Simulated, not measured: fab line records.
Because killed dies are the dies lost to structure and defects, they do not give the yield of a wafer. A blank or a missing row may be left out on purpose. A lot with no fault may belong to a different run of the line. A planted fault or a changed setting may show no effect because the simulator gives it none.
fab line records + flow nandHarc
[record]
- lots = 6
- wafers = 18
- lastDay = 32
route steps=1302 shown A_SLIT@945 A_SIN_REMOVE@947 A_WL_FILL@952 END@1302
lots untouched by any fault: they come from a run of this same line in which no faults occurred
startH: hours from the record's first day to the start of the lot's first wafer shown + waitH: hours elapsed since this lot's preceding step + " unchanged from the row above + L1.1+2: one row covering several wafers at once + - either no value or no given start + * or withheld: withheld + < > ~ a bound
route shown NAME@n: NAME is a module with steps in the file, n the number in the route of the first one + usual: average and standard deviation across the fault-free wafers + same: alike in all rows + chamber/n: place in a boat + sites: each site's reading + _std_site: standard deviation of those values + _edge_site: outer sites' mean less inner sites' + radiusMm: how far each site lies from the wafer's centre + mask NAME#n: copy n + behind: the last tool/chamber to shape the wafer + hold: reason for holding the lot/hours on hold/outcome of the hold + device: which transistor (n, p or np) failed to switch + end of line: at the end of the route, the tests of the same wafers + where a step has no rows: the recipe by itself + killed: count of dies lost to structure and defects at first sort (not the wafer's yield) + map: shows each die of a wafer: x if killed, . if not, _ if none is there
set.NAME: the setting as run; set.NAME@STEP: as run at that earlier step + model.NAME: the simulator's own value behind a step, which no gauge read
lots at selected steps of the route; one table per step, one row per wafer
services: a tool's chamber out of use, with start hour (startH, from the record's first day; less than 0 if before it), hours out, and reason
[[steps]]
[step NHARC_A_SLIT_SRD_20]
[step NHARC_A_SLIT_CD_MEAS_21]
[usual]
- cdNm = 289.9/0.7
| lot.wafer | tool     | chamber | startH | waitH | cdNm  |
|-----------|----------|---------|--------|-------|-------|
| L935.1    | cdSem-01 | -       | 456.42 | -     | 288.7 |
| L935.2    | "        | -       | "      | "     | 289.2 |
| L935.5    | "        | -       | "      | "     | 289.5 |
| L939.2    | cdSem-02 | -       | 487.29 | -     | 290.0 |
| L939.3    | "        | -       | "      | "     | 291.3 |
| L939.5    | "        | -       | "      | "     | 289.4 |
| L938.2    | cdSem-03 | -       | 488.66 | -     | 289.2 |
| L938.3    | "        | -       | "      | "     | 289.8 |
| L938.4    | "        | -       | "      | "     | 290.9 |
| L951.2    | cdSem-01 | -       | 625.40 | -     | 289.1 |
| L951.3    | "        | -       | "      | "     | 289.9 |
| L951.4    | "        | -       | "      | "     | 289.3 |
| L954.3    | cdSem-03 | -       | 636.97 | -     | 290.1 |
| L954.5    | "        | -       | "      | "     | 289.7 |
| L954.6    | "        | -       | "      | "     | 289.7 |
| L955.1    | cdSem-03 | -       | 645.42 | -     | 290.1 |
| L955.3    | "        | -       | "      | "     | 289.4 |
| L955.4    | "        | -       | "      | "     | 289.2 |
[step NHARC_A_SIN_REMOVE_WET_00]
[recipe]
- tempC = 160
- timeS = 15300
- chemistry = H3PO4
[step NHARC_A_SIN_REMOVE_PRECLEAN_01]
[recipe]
- timeS = *
- tempC = 50
- bathAgeMin = 0
- chemistry = SC1
[step NHARC_A_SIN_REMOVE_SRD_02]
[step NHARC_A_SIN_REMOVE_INSPECT_04]
[usual]
- rawDefectCount = 403/100
| lot.wafer | tool             | chamber | startH | waitH | rawDefectCount |
|-----------|------------------|---------|--------|-------|----------------|
| L935.1    | defectInspect-01 | -       | 461.77 | 0.0   | 457            |
| L935.2    | "                | -       | "      | "     | 324            |
| L935.5    | "                | -       | "      | "     | 336            |
| L938.2    | defectInspect-01 | -       | 493.83 | 0.0   | 331            |
| L938.3    | "                | -       | "      | "     | 359            |
| L938.4    | "                | -       | "      | "     | 342            |
| L939.2    | defectInspect-02 | -       | 493.83 | 0.0   | 550            |
| L939.3    | "                | -       | "      | "     | 698            |
| L939.5    | "                | -       | "      | "     | 526            |
| L951.2    | defectInspect-02 | -       | 630.77 | 0.0   | 356            |
| L951.3    | "                | -       | "      | "     | 365            |
| L951.4    | "                | -       | "      | "     | 287            |
| L954.3    | defectInspect-02 | -       | 643.17 | 0.0   | 256            |
| L954.5    | "                | -       | "      | "     | 238            |
| L954.6    | "                | -       | "      | "     | 282            |
| L955.1    | defectInspect-01 | -       | 652.10 | 0.0   | 304            |
| L955.3    | "                | -       | "      | "     | 396            |
| L955.4    | "                | -       | "      | "     | 303            |
[step NHARC_A_WL_FILL_ALD_00]
[recipe]
- targetThkA = 30
- pulseTimeS = 3
- aldCycles = 30
- tempC = 300
- material = Al2O3
[usual]
- heaterPowerW = 462/37
- precursorPulseHeightRel = 1.003/0.019
[same]
- pulseTimeS = 3
| lot.wafer | tool     | chamber | startH | waitH | heaterPowerW | precursorPulseHeightRel |
|-----------|----------|---------|--------|-------|--------------|-------------------------|
| L935.1    | aldHk-01 | 1       | 461.99 | 0.2   | 441          | 1.018                   |
| L935.2    | "        | 2       | "      | "     | 479          | 0.996                   |
| L935.5    | "        | 1       | "      | "     | 443          | 1.010                   |
| L938.2    | aldHk-01 | 0       | 493.93 | 0.1   | 505          | 0.994                   |
| L938.4    | "        | 1       | "      | "     | 428          | 1.015                   |
| L938.3    | "        | 2       | "      | "     | 507          | 1.017                   |
| L939.2    | aldHk-04 | 0       | 493.93 | 0.1   | 479          | 0.951                   |
| L939.3    | "        | 1       | "      | "     | 546          | 1.004                   |
| L939.5    | "        | 0       | "      | "     | 475          | 1.000                   |
| L951.3    | aldHk-01 | 3       | 630.84 | 0.1   | 454          | 1.011                   |
| L951.2    | "        | 1       | "      | "     | 442          | 1.000                   |
| L951.4    | "        | 2       | "      | "     | 519          | 1.030                   |
| L954.3    | aldHk-04 | 3       | 644.91 | 1.7   | 442          | 0.985                   |
| L954.5    | "        | 3       | "      | "     | 438          | 1.002                   |
| L954.6    | "        | 0       | "      | "     | 476          | 0.977                   |
| L955.4    | aldHk-04 | 2       | 654.62 | 2.5   | 445          | 1.020                   |
| L955.1    | "        | 3       | "      | "     | 457          | 0.988                   |
| L955.3    | "        | 1       | "      | "     | 515          | 0.996                   |
[step NHARC_A_WL_FILL_RTA_01]
[recipe]
- tempC = 1000
- timeS = 5
[usual]
- lampPowerPct = 31.8/0.54
- lamp_zone_6_pct = 31.7/0.54
- lamp_zone_7_pct = 32.3/0.55
- wafer_temp_C_max = 1003.8/0.73
| lot.wafer | tool         | chamber | startH | waitH | lampPowerPct | lamp_zone_6_pct | lamp_zone_7_pct | wafer_temp_C_max |
|-----------|--------------|---------|--------|-------|--------------|-----------------|-----------------|------------------|
| L935.1    | rtpAnneal-01 | 0       | 462.27 | -     | 32.2         | 32.2            | 32.7            | 1004.1           |
| L935.2    | "            | 0       | "      | "     | 32.2         | 32.2            | 32.8            | 1003.8           |
| L935.5    | "            | 0       | "      | "     | 32.2         | 32.2            | 32.7            | 1003.1           |
| L939.2    | rtpAnneal-01 | 0       | 494.20 | -     | 32.2         | 32.1            | 32.7            | 1003.7           |
| L939.3    | "            | 0       | "      | "     | 32.2         | 32.1            | 32.8            | 1004.2           |
| L939.5    | "            | 0       | "      | "     | 32.2         | 32.2            | 32.7            | 1002.1           |
| L938.2    | rtpAnneal-02 | 0       | 494.20 | -     | 31.0         | 31.0            | 31.6            | 1003.3           |
| L938.3    | "            | 0       | "      | "     | 31.1         | 31.0            | 31.5            | 1003.8           |
| L938.4    | "            | 0       | "      | "     | 31.0         | 31.0            | 31.5            | 1002.9           |
| L951.2    | rtpAnneal-01 | 0       | 631.14 | -     | 32.2         | 32.1            | 32.7            | 1002.3           |
| L951.3    | "            | 0       | "      | "     | 32.2         | 32.1            | 32.7            | 1004.3           |
| L951.4    | "            | 0       | "      | "     | 32.2         | 32.1            | 32.8            | 1003.8           |
| L954.3    | rtpAnneal-01 | 0       | 645.23 | -     | 32.2         | 32.1            | 32.7            | 1003.2           |
| L954.5    | "            | 0       | "      | "     | 32.2         | 32.1            | 32.7            | 1003.4           |
| L954.6    | "            | 0       | "      | "     | 32.1         | 32.1            | 32.7            | 1005.1           |
| L955.1    | rtpAnneal-02 | 0       | 654.88 | -     | 31.0         | 31.0            | 31.5            | 1002.8           |
| L955.3    | "            | 0       | "      | "     | 31.0         | 31.0            | 31.5            | 1005.2           |
| L955.4    | "            | 0       | "      | "     | 31.0         | 30.9            | 31.5            | 1004.3           |
[step NHARC_A_WL_FILL_ALD_02]
[recipe]
- targetThkA = 20
- pulseTimeS = 3
- aldCycles = 100
- tempC = 450
- material = TiN
[usual]
- heaterPowerW = 1112/110
- precursorPulseHeightRel = 1.000/0.021
[same]
- pulseTimeS = 3
| lot.wafer | tool        | chamber | startH | waitH | heaterPowerW | precursorPulseHeightRel |
|-----------|-------------|---------|--------|-------|--------------|-------------------------|
| L935.2    | aldMetal-03 | 3       | 462.48 | 0.2   | 1146         | 0.995                   |
| L935.1    | "           | 2       | "      | "     | 1034         | 0.994                   |
| L935.5    | "           | 0       | "      | "     | 1246         | 1.045                   |
| L939.3    | aldMetal-04 | 0       | 494.38 | 0.1   | 1191         | 1.013                   |
| L939.2    | "           | 2       | "      | "     | 969          | 0.963                   |
| L939.5    | "           | 1       | "      | "     | 1089         | 0.968                   |
| L938.2    | aldMetal-03 | 1       | 494.42 | 0.2   | 1216         | 0.999                   |
| L938.4    | "           | 2       | "      | "     | 1045         | 1.001                   |
| L938.3    | "           | 3       | "      | "     | 1107         | 0.982                   |
| L951.2    | aldMetal-02 | 0       | 631.37 | 0.2   | 957          | 1.009                   |
| L951.3    | "           | 2       | "      | "     | 1050         | 1.031                   |
| L951.4    | "           | 3       | "      | "     | 1044         | 0.996                   |
| L954.3    | aldMetal-04 | 2       | 645.51 | 0.2   | 977          | 1.035                   |
| L954.5    | "           | 3       | "      | "     | 1022         | 1.023                   |
| L954.6    | "           | 0       | "      | "     | 1187         | 0.997                   |
| L955.1    | aldMetal-03 | 3       | 655.10 | 0.2   | 1134         | 0.999                   |
| L955.3    | "           | 0       | "      | "     | 1206         | 0.963                   |
| L955.4    | "           | 1       | "      | "     | 1183         | 1.004                   |
[step NHARC_A_WL_FILL_CVD_03]
[recipe]
- targetThkA = 400
- tempC = 300
- pressureTorr = 40
- wf6FlowSccm = 40
- h2FlowSccm = 1600
- arFlowSccm = 1560
- timeS = 279
- material = W
[usual]
- heaterPowerW = 482/27
- mfcArSccm = 1561/4.5
- throttleValvePct = 8.0/0.31
| lot.wafer | tool    | chamber | startH | waitH | heaterPowerW | mfcArSccm | throttleValvePct |
|-----------|---------|---------|--------|-------|--------------|-----------|------------------|
| L935.2    | cvdW-02 | 0       | 463.00 | 0.1   | 459          | 1564      | 8.2              |
| L935.1    | "       | 1       | "      | "     | 458          | 1563      | 8.1              |
| L935.5    | "       | 0       | "      | "     | 471          | 1565      | 8.2              |
| L938.2    | cvdW-01 | 1       | 494.83 | 0.1   | 473          | 1563      | 7.8              |
| L938.4    | "       | 1       | "      | "     | 483          | 1566      | 7.9              |
| L938.3    | "       | 0       | "      | "     | 518          | 1560      | 7.7              |
| L939.2    | cvdW-02 | 0       | 494.87 | 0.1   | 460          | 1570      | 8.6              |
| L939.3    | "       | 1       | "      | "     | 456          | 1567      | 8.5              |
| L939.5    | "       | 1       | "      | "     | 456          | 1556      | 8.5              |
| L951.2    | cvdW-01 | 0       | 632.11 | 0.3   | 518          | 1559      | 7.6              |
| L951.3    | "       | 1       | "      | "     | 500          | 1560      | 8.2              |
| L951.4    | "       | 0       | "      | "     | 521          | 1554      | 7.8              |
| L954.3    | cvdW-02 | 0       | 645.98 | 0.2   | 441          | 1564      | 8.2              |
| L954.5    | "       | 1       | "      | "     | 455          | 1558      | 7.9              |
| L954.6    | "       | 0       | "      | "     | 446          | 1559      | 8.3              |
| L955.1    | cvdW-02 | 1       | 655.53 | 0.1   | 443          | 1558      | 8.1              |
| L955.4    | "       | 1       | "      | "     | 461          | 1564      | 7.9              |
| L955.3    | "       | 0       | "      | "     | 452          | 1556      | 8.0              |
[step NHARC_A_WL_FILL_ETCHBACK_04]
[recipe]
- targetDepthA = 600
- timeS = 120
- chemistry = NF3
[usual]
- drypumpMotorCurrentA = 5.4/0.5
- oesProductAu = 1.000/0.011
- runLengthS = 141.3/0.49
| lot.wafer | tool        | chamber | startH | waitH | drypumpMotorCurrentA | oesProductAu | rfHoursCounterH | runLengthS |
|-----------|-------------|---------|--------|-------|----------------------|--------------|-----------------|------------|
| L935.1    | rieMetal-01 | 0       | 463.37 | 0.3   | 5.7                  | 1.000        | 0.9             | 140.7      |
| L935.2    | "           | 1       | "      | "     | 5.0                  | 1.000        | 0.9             | 140.9      |
| L935.5    | "           | 0       | "      | "     | 5.7                  | 1.008        | -               | 140.5      |
| L938.2    | rieMetal-02 | 1       | 495.19 | 0.3   | 4.8                  | 0.991        | 0.5             | 141.0      |
| L938.3    | "           | 1       | "      | "     | 4.8                  | 0.979        | -               | 141.1      |
| L938.4    | "           | 0       | "      | "     | 5.7                  | 0.985        | -               | 141.2      |
| L939.2    | rieMetal-03 | 1       | 495.22 | 0.3   | 6.1                  | 1.010        | 2.6             | 142.0      |
| L939.3    | "           | 1       | "      | "     | 6.1                  | 1.018        | -               | 141.8      |
| L939.5    | "           | 0       | "      | "     | 5.0                  | 1.016        | -               | 141.3      |
| L951.2    | rieMetal-03 | 1       | 632.48 | 0.3   | 6.1                  | 1.001        | 1.6             | 141.8      |
| L951.3    | "           | 0       | "      | "     | 5.0                  | 1.006        | -               | 141.0      |
| L951.4    | "           | 1       | "      | "     | 6.1                  | 1.001        | -               | 142.7      |
| L954.3    | rieMetal-03 | 0       | 646.30 | 0.3   | 5.0                  | 1.008        | -               | 126.6      |
| L954.5    | "           | 1       | "      | "     | 6.1                  | 0.983        | -               | 127.0      |
| L954.6    | "           | 0       | "      | "     | 5.0                  | 0.998        | -               | 126.0      |
| L955.1    | rieMetal-03 | 1       | 655.94 | 0.4   | 6.1                  | 1.000        | 2.3             | 127.7      |
| L955.4    | "           | 0       | "      | "     | 5.0                  | 0.996        | -               | 126.0      |
| L955.3    | "           | 1       | "      | "     | 6.1                  | 0.989        | -               | 127.1      |
[step NHARC_A_WL_FILL_ETCHBACK_05]
[recipe]
- targetDepthA = 220
- timeS = 60
- tempC = 40
- chemistry = Cl2/BCl3
[usual]
- drypumpMotorCurrentA = 5.4/0.5
- oesProductAu = 1.000/0.011
- runLengthS = 81.3/0.47
| lot.wafer | tool        | chamber | startH | waitH | drypumpMotorCurrentA | oesProductAu | rfHoursCounterH | runLengthS |
|-----------|-------------|---------|--------|-------|----------------------|--------------|-----------------|------------|
| L935.1    | rieMetal-01 | 0       | 463.61 | 0.2   | 5.7                  | 1.008        | 1.0             | 80.6       |
| L935.2    | "           | 1       | "      | "     | 5.0                  | 1.006        | 1.0             | 81.1       |
| L935.5    | "           | 0       | "      | "     | 5.7                  | 1.006        | -               | 80.6       |
| L939.2    | rieMetal-03 | 0       | 495.43 | 0.2   | 5.0                  | 1.016        | 2.8             | 80.7       |
| L939.3    | "           | 1       | "      | "     | 6.1                  | 1.009        | -               | 82.4       |
| L939.5    | "           | 1       | "      | "     | 6.1                  | 1.007        | -               | 82.3       |
| L938.2    | rieMetal-02 | 0       | 495.44 | 0.2   | 5.7                  | 0.987        | 0.7             | 81.2       |
| L938.4    | "           | 0       | "      | "     | 5.7                  | 0.989        | -               | 81.9       |
| L938.3    | "           | 1       | "      | "     | 4.8                  | 0.990        | -               | 81.4       |
| L951.2    | rieMetal-03 | 0       | 632.70 | 0.2   | 5.0                  | 1.003        | 1.8             | 80.9       |
| L951.4    | "           | 1       | "      | "     | 6.1                  | 1.000        | -               | 82.1       |
| L951.3    | "           | 0       | "      | "     | 5.0                  | 1.002        | -               | 80.9       |
| L954.3    | rieMetal-03 | 1       | 646.48 | 0.1   | 6.1                  | 0.991        | -               | 81.9       |
| L954.5    | "           | 0       | "      | "     | 5.0                  | 0.998        | -               | 81.0       |
| L954.6    | "           | 1       | "      | "     | 6.1                  | 1.001        | -               | 82.4       |
| L955.1    | rieMetal-03 | 0       | 656.16 | 0.2   | 5.0                  | 1.007        | 2.4             | 80.7       |
| L955.4    | "           | 1       | "      | "     | 6.1                  | 0.988        | -               | 82.2       |
| L955.3    | "           | 0       | "      | "     | 5.0                  | 0.996        | -               | 81.0       |
[step NHARC_END_SORT_01]
[recipe]
- tempC = 25
[usual]
- killedAtArray = 49/18
- killedAtOther = 0.7/1.1
- killedAtPeriphery = 4.0/2.6
- killedDies = 54/19
- killedOpen = 3.4/1.7
- killedShort = 2.5/1.7
[same]
- grossDies = 677
| lot.wafer | tool      | chamber | startH | waitH | killedAtArray | killedAtOther | killedAtPeriphery | killedDies | killedOpen | killedShort |
|-----------|-----------|---------|--------|-------|---------------|---------------|-------------------|------------|------------|-------------|
| L955.1    | prober-01 | 0       | 759.73 | 2.4   | 58            | 0             | 1                 | 59         | 1          | 3           |
| L955.3    | prober-01 | 0       | 761.35 | 3.1   | 42            | 1             | 2                 | 45         | 4          | 3           |
| L955.4    | prober-01 | 0       | 762.16 | 3.4   | 60            | 0             | 5                 | 65         | 4          | 3           |
// killed by level:class
L955.1 A_SLIT:chamberFilmFlake=24 A_CHANNEL_HOLE_D1:chamberFilmFlake=13 A_STAIRCASE:chamberFilmFlake=7 A_CONTACT:chamberFilmFlake=4 A_DECK1_JOINT:chamberFilmFlake=3 A_CHANNEL_HOLE_D2:chamberFilmFlake=3 A_ONON_D1:geometricParticle:short=1 A_CHANNEL_FILL_D2:geometricParticle:short=1
L955.3 A_SLIT:chamberFilmFlake=20 A_CHANNEL_HOLE_D1:chamberFilmFlake=6 A_CHANNEL_HOLE_D2:chamberFilmFlake=4 A_CONTACT:chamberFilmFlake=4 P_CONTACT:geometricParticle:open=2 A_STAIRCASE:chamberFilmFlake=2 A_DECK1_JOINT:geometricParticle:short=1 A_CHANNEL_FILL_D2:geometricParticle:open=1
L955.4 A_SLIT:chamberFilmFlake=28 A_CHANNEL_HOLE_D1:chamberFilmFlake=7 A_CONTACT:chamberFilmFlake=7 A_STAIRCASE:chamberFilmFlake=5 A_DECK1_JOINT:chamberFilmFlake=4 A_CHANNEL_HOLE_D2:chamberFilmFlake=4 P_M0:geometricParticle:open=2 P_STI:geometricParticle:short=1
[[services]]
| tool        | chamber | startH | hours | kind      |
|-------------|---------|--------|-------|-----------|
| cvdW-02     | -       | 450.00 | 13.0  | pm        |
| rieMetal-02 | -       | 454.00 | 9.0   | pm        |
| cvdW-02     | 1       | 471.99 | 11.2  | repair    |
| aldMetal-04 | -       | 474.00 | 10.0  | pm        |
| cvdW-02     | -       | 476.01 | 3.4   | repair    |
| aldHk-01    | -       | 481.47 | 10.0  | pm        |
| rieMetal-02 | -       | 503.05 | 0.7   | repair    |
| aldMetal-02 | -       | 514.16 | 1.4   | repair    |
| rieMetal-03 | -       | 519.00 | 9.0   | pm        |
| rieMetal-03 | 0       | 519.00 | 9.0   | ventCycle |
| rieMetal-03 | 1       | 519.00 | 9.0   | ventCycle |
| rieMetal-02 | -       | 530.85 | 0.4   | repair    |
| cvdW-01     | -       | 547.40 | 13.0  | pm        |
| aldMetal-03 | -       | 561.31 | 0.4   | repair    |
| aldMetal-03 | -       | 568.00 | 10.0  | pm        |
| rieMetal-01 | -       | 575.00 | 9.0   | pm        |
| cvdW-02     | -       | 583.97 | 0.3   | repair    |
| aldMetal-02 | 1       | 609.66 | 25.8  | repair    |
| aldMetal-02 | -       | 610.13 | 10.0  | pm        |
| aldHk-04    | -       | 611.83 | 10.0  | pm        |
| cvdW-02     | -       | 631.00 | 13.0  | pm        |
| rieMetal-02 | -       | 631.00 | 9.0   | pm        |
| aldMetal-04 | -       | 652.00 | 10.0  | pm        |
| aldMetal-03 | -       | 652.12 | 0.4   | repair    |
[[key]]
[firstSign]
- step = NHARC_A_WL_FILL_ETCHBACK_04
- reading = runLengthS
- direction = down
- sigmas = 30
- usual = *
- struck = *
effect none on later readings
metAt NHARC_A_WL_FILL_ETCHBACK_04
struckWafers L954.3,L954.5,L954.6,L955.1,L955.3,L955.4
testerLeftOut L954,L955
onsetBetween 632.48 646.30
[fault]
- kind = processParameterDrift
- tool = rieMetal-03
- chamber = -
- onsetH = 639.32
- steps = NHARC_A_WL_FILL_ETCHBACK_04
- channel = timeS
- offset = *
- shape = step
- endH = 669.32
- actsIn = *
- stated = *
// testerLeftOut: of these lots the tester's yield and bins aren't shown, on N5 and GAA mostly nor the transistor test; their killed dies are dies lost to structure and defects alone, not to doping, threshold or leakage, so they don't give the yield
